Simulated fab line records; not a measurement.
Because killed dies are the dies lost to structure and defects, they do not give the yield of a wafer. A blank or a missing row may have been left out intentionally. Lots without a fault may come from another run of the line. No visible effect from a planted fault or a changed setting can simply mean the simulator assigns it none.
Which of the tools did it? || flow n5-finfet || 9 lots with 27 wafers sampled at 5 steps, on a route of 1938 steps

WHAT EACH GAUGE READ, for each wafer
N5_BEOL_M4_RC_MEAS_101. Usual: DIBL_N 37.1 mV/V, standard deviation 2.6; DIBL_P 38 mV/V, standard deviation 3; IOFF_N 0.18 nA/um, standard deviation 0.052; IOFF_P 0.25 nA/um, standard deviation 0.06; ION_N 678 uA/um, standard deviation 15; ION_P 467 uA/um, standard deviation 8.6; SS_N 71.7 mV/dec, standard deviation 0.73; SS_P 73.7 mV/dec, standard deviation 0.89; VT_N 249 mV, standard deviation 4.3; VT_P -248 mV, standard deviation 3.8.
{"lot": "L982", "measured": "day 10 15:06", "on": "prober-01", "DIBL_N (mV/V)": "33.4 32.1 32.3", "DIBL_P (mV/V)": "34 32 33", "IOFF_N (nA/um)": "0.13 0.12 0.10", "IOFF_P (nA/um)": "0.20 0.16 0.17", "ION_N (uA/um)": "648 659 648", "ION_P (uA/um)": "455 458 454", "SS_N (mV/dec)": "72.0 70.9 70.4", "SS_P (mV/dec)": "72.2 71.6 71.5", "VT_N (mV)": "254 253 260", "VT_P (mV)": "-247 -252 -251", "flag": ""}
{"lot": "L985", "measured": "day 11 17:44", "on": "prober-01", "DIBL_N (mV/V)": "37.3 36.6 36.6", "DIBL_P (mV/V)": "39 36 38", "IOFF_N (nA/um)": "0.21 0.16 0.18", "IOFF_P (nA/um)": "0.29 0.23 0.29", "ION_N (uA/um)": "708 683 682", "ION_P (uA/um)": "478 467 476", "SS_N (mV/dec)": "71.3 72.1 70.9", "SS_P (mV/dec)": "74.5 73.8 74.0", "VT_N (mV)": "242 248 243", "VT_P (mV)": "-242 -246 -243", "flag": ""}
{"lot": "L986", "measured": "day 12 18:28", "on": "prober-02", "DIBL_N (mV/V)": "40.6 38.6 39.5", "DIBL_P (mV/V)": "39 38 37", "IOFF_N (nA/um)": "0.20 0.19 0.19", "IOFF_P (nA/um)": "0.30 0.30 0.26", "ION_N (uA/um)": "661 674 692", "ION_P (uA/um)": "466 477 475", "SS_N (mV/dec)": "73.0 71.6 71.4", "SS_P (mV/dec)": "74.1 74.0 73.9", "VT_N (mV)": "248 247 248", "VT_P (mV)": "-244 -243 -247", "flag": ""}
{"lot": "L989", "measured": "day 12 01:53", "on": "prober-02", "DIBL_N (mV/V)": "37.1 38.0 34.7", "DIBL_P (mV/V)": "39 41 37", "IOFF_N (nA/um)": "0.18 0.21 0.14", "IOFF_P (nA/um)": "0.24 0.29 0.21", "ION_N (uA/um)": "674 686 667", "ION_P (uA/um)": "463 476 463", "SS_N (mV/dec)": "72.0 71.8 70.5", "SS_P (mV/dec)": "74.2 74.3 73.3", "VT_N (mV)": "250 249 252", "VT_P (mV)": "-248 -247 -247", "flag": ""}
{"lot": "L992", "measured": "day 14 00:48", "on": "prober-02", "DIBL_N (mV/V)": "35.7 35.8 34.1", "DIBL_P (mV/V)": "36 39 35", "IOFF_N (nA/um)": "0.15 0.15 0.13", "IOFF_P (nA/um)": "0.21 0.27 0.20", "ION_N (uA/um)": "657 663 658", "ION_P (uA/um)": "456 469 461", "SS_N (mV/dec)": "70.7 71.8 71.4", "SS_P (mV/dec)": "73.2 73.0 72.5", "VT_N (mV)": "250 251 253", "VT_P (mV)": "-249 -248 -252", "flag": ""}
{"lot": "L995", "measured": "day 14 11:16", "on": "prober-02", "DIBL_N (mV/V)": "36.4 32.7 35.0", "DIBL_P (mV/V)": "36 31 33", "IOFF_N (nA/um)": "0.15 0.10 0.13", "IOFF_P (nA/um)": "0.20 0.17 0.17", "ION_N (uA/um)": "684 666 664", "ION_P (uA/um)": "466 463 455", "SS_N (mV/dec)": "71.6 70.4 71.5", "SS_P (mV/dec)": "73.5 72.9 72.6", "VT_N (mV)": "252 257 257", "VT_P (mV)": "-252 -253 -254", "flag": ""}
{"lot": "L996", "measured": "day 14 04:21", "on": "prober-02", "DIBL_N (mV/V)": "38.4 38.2 38.4", "DIBL_P (mV/V)": "40 39 41", "IOFF_N (nA/um)": "0.22 0.21 0.22", "IOFF_P (nA/um)": "0.28 0.25 0.30", "ION_N (uA/um)": "711 687 685", "ION_P (uA/um)": "479 465 471", "SS_N (mV/dec)": "72.2 71.8 72.6", "SS_P (mV/dec)": "73.7 73.8 74.4", "VT_N (mV)": "246 247 246", "VT_P (mV)": "-248 -250 -246", "flag": ""}
{"lot": "L999", "measured": "day 14 14:53", "on": "prober-02", "DIBL_N (mV/V)": "36.8 37.6 42.1", "DIBL_P (mV/V)": "38 39 43", "IOFF_N (nA/um)": "0.15 0.18 0.30", "IOFF_P (nA/um)": "0.25 0.29 0.40", "ION_N (uA/um)": "675 680 712", "ION_P (uA/um)": "469 478 482", "SS_N (mV/dec)": "71.2 71.5 72.6", "SS_P (mV/dec)": "73.1 73.6 75.5", "VT_N (mV)": "253 247 241", "VT_P (mV)": "-245 -245 -240", "flag": ""}
{"lot": "L102", "measured": "day 15 15:13", "on": "prober-02", "DIBL_N (mV/V)": "38.0 33.1 35.1", "DIBL_P (mV/V)": "38 34 35", "IOFF_N (nA/um)": "0.18 0.10 0.13", "IOFF_P (nA/um)": "0.25 0.17 0.18", "ION_N (uA/um)": "675 655 666", "ION_P (uA/um)": "464 458 455", "SS_N (mV/dec)": "72.1 70.9 71.4", "SS_P (mV/dec)": "73.6 73.0 73.5", "VT_N (mV)": "250 258 253", "VT_P (mV)": "-248 -255 -253", "flag": ""}

TOOL THAT RAN EACH LOT (tool first, then ch and the chambers of the sampled wafers, then the start)
{"lot": "L982", "N5_BEOL_M0_SAQP_ETCH_49": "rie-diel-03 ch 0,1, day 5 15:48", "N5_BEOL_M0_ETCH_109": "rie-diel-05 ch 1,2, day 5 20:10", "N5_BEOL_M0_ALD_136": "ald-metal-03 ch 1,2,3, day 5 20:27", "N5_BEOL_M0_ANNEAL_117": "pvd-sputter-02, day 5 21:01"}
{"lot": "L985", "N5_BEOL_M0_SAQP_ETCH_49": "rie-diel-02 ch 0,1,2, day 6 12:13", "N5_BEOL_M0_ETCH_109": "rie-diel-05 ch 1,2, day 6 14:39", "N5_BEOL_M0_ALD_136": "ald-metal-01 ch 0,3, day 6 15:04", "N5_BEOL_M0_ANNEAL_117": "pvd-sputter-01, day 6 19:43"}
{"lot": "L986", "N5_BEOL_M0_SAQP_ETCH_49": "rie-diel-03 ch 1,3, day 6 18:43", "N5_BEOL_M0_ETCH_109": "rie-diel-01 ch 1,2,3, day 6 22:56", "N5_BEOL_M0_ALD_136": "ald-metal-03 ch 0,1, day 6 23:35", "N5_BEOL_M0_ANNEAL_117": "pvd-sputter-01, day 7 01:47"}
{"lot": "L989", "N5_BEOL_M0_SAQP_ETCH_49": "rie-diel-03 ch 2,3, day 7 20:04", "N5_BEOL_M0_ETCH_109": "rie-diel-05 ch 0,3, day 8 01:37", "N5_BEOL_M0_ALD_136": "ald-metal-01 ch 2,3, day 8 01:56", "N5_BEOL_M0_ANNEAL_117": "pvd-sputter-02, day 8 02:28"}
{"lot": "L992", "N5_BEOL_M0_SAQP_ETCH_49": "rie-diel-03 ch 2,3, day 8 08:11", "N5_BEOL_M0_ETCH_109": "rie-diel-05 ch 0,1,3, day 8 15:07", "N5_BEOL_M0_ALD_136": "ald-metal-02 ch 1,2, day 8 16:53", "N5_BEOL_M0_ANNEAL_117": "pvd-sputter-03, day 8 17:32"}
{"lot": "L995", "N5_BEOL_M0_SAQP_ETCH_49": "rie-diel-06 ch 2,3, day 8 21:09", "N5_BEOL_M0_ETCH_109": "rie-diel-04 ch 2,3, day 8 23:16", "N5_BEOL_M0_ALD_136": "ald-metal-01 ch 0,3, day 8 23:35", "N5_BEOL_M0_ANNEAL_117": "pvd-sputter-02, day 9 01:56"}
{"lot": "L996", "N5_BEOL_M0_SAQP_ETCH_49": "rie-diel-06 ch 2,3, day 8 23:59", "N5_BEOL_M0_ETCH_109": "rie-diel-04 ch 1,2, day 9 02:23", "N5_BEOL_M0_ALD_136": "ald-metal-02 ch 0,1, day 9 02:42", "N5_BEOL_M0_ANNEAL_117": "pvd-sputter-02, day 9 03:12"}
{"lot": "L999", "N5_BEOL_M0_SAQP_ETCH_49": "rie-diel-02 ch 0,2,3, day 9 19:31", "N5_BEOL_M0_ETCH_109": "rie-diel-01 ch 1,3, day 9 21:34", "N5_BEOL_M0_ALD_136": "ald-metal-01 ch 1,2,3, day 9 22:28", "N5_BEOL_M0_ANNEAL_117": "pvd-sputter-01, day 10 00:17"}
{"lot": "L102", "N5_BEOL_M0_SAQP_ETCH_49": "rie-diel-03 ch 0,2,3, day 10 21:18", "N5_BEOL_M0_ETCH_109": "rie-diel-04 ch 1,2,3, day 10 23:47", "N5_BEOL_M0_ALD_136": "ald-metal-01 ch 1,2,3, day 11 00:47", "N5_BEOL_M0_ANNEAL_117": "pvd-sputter-01, day 11 01:16"}
- N5_BEOL_M0_SAQP_ETCH_49: etches SiO2 in CF4/O2, target depth 37 nm.
- N5_BEOL_M0_ETCH_109: etches SiCN in CH3F/O2, target depth 8 nm, overetch 2.4 nm, time 27.4 s.
- N5_BEOL_M0_ALD_136: deposits TaN, pulse time 2 s, purge time 3 s, co reactant purge time 2 s.
- N5_BEOL_M0_ANNEAL_117: time 60 s.

AS READ BY THE TOOLS THEMSELVES (means over the sampled wafers that have a number; for cases with no such wafer, the mark the record gives instead)
N5_BEOL_M0_SAQP_ETCH_49. Usual: bias-w 48.99 W (standard deviation 0.13); drypump-motor-current-A 5.7 A (standard deviation 0.39); oes_ar_750_au 0.82 a.u. (standard deviation 0.087); oes-product-au 0.81 a.u. (standard deviation 0.089); rf-vpp-V 239 V (standard deviation 5); showerhead-plenum-p-Torr 2.23 Torr (standard deviation 0.072); throttle-valve-pct 15.73 % (standard deviation 0.25).
{"lot": "L982", "tool": "rie-diel-03", "bias-w (W)": 48.92, "drypump-motor-current-A (A)": 6.0, "oes_ar_750_au (a.u.)": 0.79, "oes-product-au (a.u.)": 0.79, "rf-vpp-V (V)": 243, "showerhead-plenum-p-Torr (Torr)": 2.23, "throttle-valve-pct (%)": 15.69, "flag": ""}
{"lot": "L985", "tool": "rie-diel-02", "bias-w (W)": 48.99, "drypump-motor-current-A (A)": 5.6, "oes_ar_750_au (a.u.)": 0.77, "oes-product-au (a.u.)": 0.75, "rf-vpp-V (V)": 238, "showerhead-plenum-p-Torr (Torr)": 2.13, "throttle-valve-pct (%)": 15.89, "flag": ""}
{"lot": "L986", "tool": "rie-diel-03", "bias-w (W)": 48.99, "drypump-motor-current-A (A)": 5.6, "oes_ar_750_au (a.u.)": 0.80, "oes-product-au (a.u.)": 0.79, "rf-vpp-V (V)": 237, "showerhead-plenum-p-Torr (Torr)": 2.29, "throttle-valve-pct (%)": 16.07, "flag": ""}
{"lot": "L989", "tool": "rie-diel-03", "bias-w (W)": 49.12, "drypump-motor-current-A (A)": 5.6, "oes_ar_750_au (a.u.)": 0.92, "oes-product-au (a.u.)": 0.92, "rf-vpp-V (V)": 238, "showerhead-plenum-p-Torr (Torr)": 2.34, "throttle-valve-pct (%)": 15.65, "flag": ""}
{"lot": "L992", "tool": "rie-diel-03", "bias-w (W)": 48.91, "drypump-motor-current-A (A)": 5.5, "oes_ar_750_au (a.u.)": 0.91, "oes-product-au (a.u.)": 0.90, "rf-vpp-V (V)": 238, "showerhead-plenum-p-Torr (Torr)": 2.34, "throttle-valve-pct (%)": 15.66, "flag": ""}
{"lot": "L995", "tool": "rie-diel-06", "bias-w (W)": 48.94, "drypump-motor-current-A (A)": 5.3, "oes_ar_750_au (a.u.)": 0.91, "oes-product-au (a.u.)": 0.90, "rf-vpp-V (V)": 240, "showerhead-plenum-p-Torr (Torr)": 2.19, "throttle-valve-pct (%)": 15.65, "flag": ""}
{"lot": "L996", "tool": "rie-diel-06", "bias-w (W)": 48.89, "drypump-motor-current-A (A)": 5.3, "oes_ar_750_au (a.u.)": 0.90, "oes-product-au (a.u.)": 0.90, "rf-vpp-V (V)": 241, "showerhead-plenum-p-Torr (Torr)": 2.19, "throttle-valve-pct (%)": 15.65, "flag": ""}
{"lot": "L999", "tool": "rie-diel-02", "bias-w (W)": 49.05, "drypump-motor-current-A (A)": 5.8, "oes_ar_750_au (a.u.)": 0.74, "oes-product-au (a.u.)": 0.73, "rf-vpp-V (V)": 239, "showerhead-plenum-p-Torr (Torr)": 2.16, "throttle-valve-pct (%)": 15.91, "flag": ""}
{"lot": "L102", "tool": "rie-diel-03", "bias-w (W)": 49.00, "drypump-motor-current-A (A)": 5.9, "oes_ar_750_au (a.u.)": 0.86, "oes-product-au (a.u.)": 0.84, "rf-vpp-V (V)": 240, "showerhead-plenum-p-Torr (Torr)": 2.28, "throttle-valve-pct (%)": 15.60, "flag": ""}

N5_BEOL_M0_ETCH_109. Usual: bias-w 75.00 W, standard deviation 0.22; drypump-motor-current-A 5.6 A, standard deviation 0.53; oes-product-au 0.68 a.u., standard deviation 0.067; rf-vpp-V 297.2 V, standard deviation 1.4; showerhead-plenum-p-Torr 2.00 Torr, standard deviation 0.046; throttle-valve-pct 16.13 %, standard deviation 0.17.
{"lot": "L982", "tool": "rie-diel-05", "bias-w (W)": 75.24, "drypump-motor-current-A (A)": 5.7, "oes-product-au (a.u.)": 0.70, "rf-vpp-V (V)": 296.9, "showerhead-plenum-p-Torr (Torr)": 2.01, "throttle-valve-pct (%)": 16.00, "flag": ""}
{"lot": "L985", "tool": "rie-diel-05", "bias-w (W)": 75.17, "drypump-motor-current-A (A)": 6.1, "oes-product-au (a.u.)": 0.74, "rf-vpp-V (V)": 297.0, "showerhead-plenum-p-Torr (Torr)": 1.99, "throttle-valve-pct (%)": 15.97, "flag": ""}
{"lot": "L986", "tool": "rie-diel-01", "bias-w (W)": 75.34, "drypump-motor-current-A (A)": 5.3, "oes-product-au (a.u.)": 0.65, "rf-vpp-V (V)": 297.2, "showerhead-plenum-p-Torr (Torr)": 1.98, "throttle-valve-pct (%)": 16.13, "flag": ""}
{"lot": "L989", "tool": "rie-diel-05", "bias-w (W)": 75.11, "drypump-motor-current-A (A)": 5.2, "oes-product-au (a.u.)": 0.77, "rf-vpp-V (V)": 297.0, "showerhead-plenum-p-Torr (Torr)": 1.98, "throttle-valve-pct (%)": 16.05, "flag": ""}
{"lot": "L992", "tool": "rie-diel-05", "bias-w (W)": 70.97, "drypump-motor-current-A (A)": 5.6, "oes-product-au (a.u.)": 0.73, "rf-vpp-V (V)": 286.7, "showerhead-plenum-p-Torr (Torr)": 1.98, "throttle-valve-pct (%)": 16.04, "flag": "OFF"}
{"lot": "L995", "tool": "rie-diel-04", "bias-w (W)": 75.13, "drypump-motor-current-A (A)": 5.4, "oes-product-au (a.u.)": 0.63, "rf-vpp-V (V)": 298.0, "showerhead-plenum-p-Torr (Torr)": 2.02, "throttle-valve-pct (%)": 16.04, "flag": ""}
{"lot": "L996", "tool": "rie-diel-04", "bias-w (W)": 74.83, "drypump-motor-current-A (A)": 5.4, "oes-product-au (a.u.)": 0.68, "rf-vpp-V (V)": 297.1, "showerhead-plenum-p-Torr (Torr)": 2.02, "throttle-valve-pct (%)": 16.09, "flag": ""}
{"lot": "L999", "tool": "rie-diel-01", "bias-w (W)": 75.06, "drypump-motor-current-A (A)": 5.2, "oes-product-au (a.u.)": 0.66, "rf-vpp-V (V)": 297.8, "showerhead-plenum-p-Torr (Torr)": 2.03, "throttle-valve-pct (%)": 16.18, "flag": ""}
{"lot": "L102", "tool": "rie-diel-04", "bias-w (W)": 74.90, "drypump-motor-current-A (A)": 5.9, "oes-product-au (a.u.)": 0.65, "rf-vpp-V (V)": 297.7, "showerhead-plenum-p-Torr (Torr)": 2.03, "throttle-valve-pct (%)": 16.17, "flag": ""}

N5_BEOL_M0_ALD_136. Usual: heater-power-w 410 W, standard deviation 39; precursor-vessel-pressure-torr 26.24 Torr, standard deviation 0.054.
{"lot": "L982", "tool": "ald-metal-03", "heater-power-w (W)": 428, "precursor-vessel-pressure-torr (Torr)": 26.23, "flag": ""}
{"lot": "L985", "tool": "ald-metal-01", "heater-power-w (W)": 393, "precursor-vessel-pressure-torr (Torr)": 26.18, "flag": ""}
{"lot": "L986", "tool": "ald-metal-03", "heater-power-w (W)": 391, "precursor-vessel-pressure-torr (Torr)": 26.25, "flag": ""}
{"lot": "L989", "tool": "ald-metal-01", "heater-power-w (W)": 398, "precursor-vessel-pressure-torr (Torr)": 26.18, "flag": ""}
{"lot": "L992", "tool": "ald-metal-02", "heater-power-w (W)": 389, "precursor-vessel-pressure-torr (Torr)": 26.24, "flag": ""}
{"lot": "L995", "tool": "ald-metal-01", "heater-power-w (W)": 391, "precursor-vessel-pressure-torr (Torr)": 26.26, "flag": ""}
{"lot": "L996", "tool": "ald-metal-02", "heater-power-w (W)": 424, "precursor-vessel-pressure-torr (Torr)": 26.28, "flag": ""}
{"lot": "L999", "tool": "ald-metal-01", "heater-power-w (W)": 383, "precursor-vessel-pressure-torr (Torr)": 26.25, "flag": ""}
{"lot": "L102", "tool": "ald-metal-01", "heater-power-w (W)": 383, "precursor-vessel-pressure-torr (Torr)": 26.21, "flag": ""}

N5_BEOL_M0_ANNEAL_117. Usual: 830 W for heater-power-w, sd 88.
{"lot": "L982", "tool": "pvd-sputter-02", "heater-power-w (W)": 926, "flag": ""}
{"lot": "L985", "tool": "pvd-sputter-01", "heater-power-w (W)": 819, "flag": ""}
{"lot": "L986", "tool": "pvd-sputter-01", "heater-power-w (W)": 803, "flag": ""}
{"lot": "L989", "tool": "pvd-sputter-02", "heater-power-w (W)": 857, "flag": ""}
{"lot": "L992", "tool": "pvd-sputter-03", "heater-power-w (W)": 764, "flag": ""}
{"lot": "L995", "tool": "pvd-sputter-02", "heater-power-w (W)": 917, "flag": ""}
{"lot": "L996", "tool": "pvd-sputter-02", "heater-power-w (W)": 865, "flag": ""}
{"lot": "L999", "tool": "pvd-sputter-01", "heater-power-w (W)": 815, "flag": ""}
{"lot": "L102", "tool": "pvd-sputter-01", "heater-power-w (W)": 818, "flag": ""}

THE ANSWER, worked out from the rows above alone
Rule: a lot counts as off when the mean over its wafers that have a number is more than 3 standard deviations away from the usual mean. Also off: a lot with no number at a reading for which 4 or more lots have one. Where the step has rows for the other lots, those lots are counted as sound. First the gauges in route order, then the tools' own readings, where a lot's mean is used as printed above. The first step at which some lot is off is used, and at that step the reading that is off furthest; a lot without a number counts as furthest.
Off: L992, at N5_BEOL_M0_ETCH_109 (bias-w).
A tool fits if, at that step or a process step before it, it ran every lot that is off, and no sound lot after the first of them. One fits: rie-diel-05 at N5_BEOL_M0_ETCH_109. A fault onset in the window from L989 (day 8 01:37, its last sound lot) to L992 (day 8 15:07, its first lot off) fits.
The tool's own readings at N5_BEOL_M0_ETCH_109 bear it out: on the lots that are off they differ by more than 5 times the standard deviation of the sound lots' means. bias-w reads 70.97 W there against 75.10 W on the sound lots; rf-vpp-V reads 286.7 V there against 297.3 V on the sound lots.

WHAT HAD BEEN PUT IN BY THE SIMULATOR
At N5_BEOL_M0_ETCH_109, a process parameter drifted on rie-diel-05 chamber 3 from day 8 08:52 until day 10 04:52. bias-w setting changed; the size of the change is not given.
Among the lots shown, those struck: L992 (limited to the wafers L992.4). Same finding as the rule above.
